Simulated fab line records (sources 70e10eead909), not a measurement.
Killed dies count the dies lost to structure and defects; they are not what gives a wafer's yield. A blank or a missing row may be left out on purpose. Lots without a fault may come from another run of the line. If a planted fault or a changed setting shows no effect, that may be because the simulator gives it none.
Chamber matching -- flow nand-harc -- NHARC_A_CHANNEL_FILL_D1_ALD_25 on ald-hk-03 has 4 sister chambers
The step deposits SiOx, target thk 60 nm, pulse time 10 s, ald cycles 600. 7 wafers are shown with their chamber, then 7 later ones without.

## WAFERS WITH THEIR CHAMBER
wafer,chamber,heater-power-w (W),precursor-pulse-height-rel
L076.5,2,430,0.988
L080.6,2,435,0.974
L084.1,0,460,0.985
L084.2,1,509,1.033
L084.3,3,542,0.960
L087.4,3,542,0.994
L087.5,1,518,1.005

## WAFERS WITH NO CHAMBER GIVEN
wafer,heater-power-w (W),precursor-pulse-height-rel
L087.6,440,0.976
L089.4,538,0.971
L089.2,445,0.983
L089.6,538,0.999
L095.3,535,0.969
L095.4,510,0.987
L095.5,449,1.026

## WHICH CHAMBER EACH WENT THROUGH
wafer,from the rows above,in truth
L087.6,2,2
L089.4,3,3
L089.2,can't be placed: 2 or 0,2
L089.6,3,3
L095.3,3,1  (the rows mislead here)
L095.4,1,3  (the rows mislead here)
L095.5,can't be placed: 0 or 2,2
Correct placement for 3 of the 7. From these rows, 2 cannot be placed; in 2 the true chamber is one of the candidates. Wrongly placed: 2.
How it was worked out, from the rows above alone: a wafer's distance from a chamber is the root of the sum, over the readings, of the square of ((its reading less the chamber's mean) divided by the reading's scatter). The wafer belongs to the nearest chamber; if the next one is less than 2 further off, it can't be placed. For every chamber, the mean is computed from those of its wafers that are shown. The scatter: take each reading less its chamber's mean, square it, sum over the shown wafers, divide by the number of wafers less the number of chambers, and take the root.
